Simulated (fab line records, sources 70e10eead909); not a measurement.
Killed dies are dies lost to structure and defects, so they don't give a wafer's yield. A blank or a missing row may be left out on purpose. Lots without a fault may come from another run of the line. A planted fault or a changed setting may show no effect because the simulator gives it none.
Chamber matching | flow nand_harc | NHARC_A_CONTACT_DEP_58 on pecvd-03: 3 sister chambers
The step deposits SiON, target thk 90 nm. 14 wafers are shown with their chamber, then 7 later ones without.

WAFERS WITH THEIR CHAMBER
wafer  | chamber | heater_power_w (W)
L076.2 | 2       | 946
L076.4 | 0       | 828
L076.5 | 2       | 949
L079.1 | 2       | 941
L079.2 | 1       | 717
L079.4 | 2       | 955
L087.2 | 1       | 679
L087.5 | 2       | 963
L087.6 | 1       | 693
L089.2 | 1       | 689
L089.4 | 1       | 710
L089.5 | 0       | 838
L091.3 | 2       | 892
L091.4 | 0       | 790

SIGNATURES (means of the wafers above)
reading        | chamber 0 | chamber 1 | chamber 2 | scatter within a chamber
heater_power_w | 818.67    | 697.60    | 941.00    | 22.2
Rule: a wafer's distance from a chamber is the root of the sum, over the readings, of the square of ((its reading less the chamber's mean) divided by the reading's scatter). The wafer belongs to the nearest chamber; if the next one is less than 2 further off, it can't be placed. The scatter: the root of (the sum of the squares of (reading less its chamber's mean) over the shown wafers, divided by (wafers less chambers)).

WAFERS WITHOUT THEIR CHAMBER
wafer  | heater_power_w (W)
L091.6 | 747
L092.2 | 833
L092.4 | 756
L092.6 | 837
L094.2 | 762
L094.4 | 840
L094.6 | 895

WHICH CHAMBER EACH WENT THROUGH
wafer  | from the rows above     | in truth
L091.6 | can't be placed: 1 or 0 | 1
L092.2 | 0                       | 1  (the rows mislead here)
L092.4 | can't be placed: 1 or 0 | 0
L092.6 | 0                       | 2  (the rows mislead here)
L094.2 | can't be placed: 0 or 1 | 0
L094.4 | 0                       | 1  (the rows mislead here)
L094.6 | can't be placed: 2 or 0 | 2
Placed correctly: 0 of 7. Can't be placed from these rows: 4 (the true chamber is among the candidates in 4). Placed wrongly: 3.
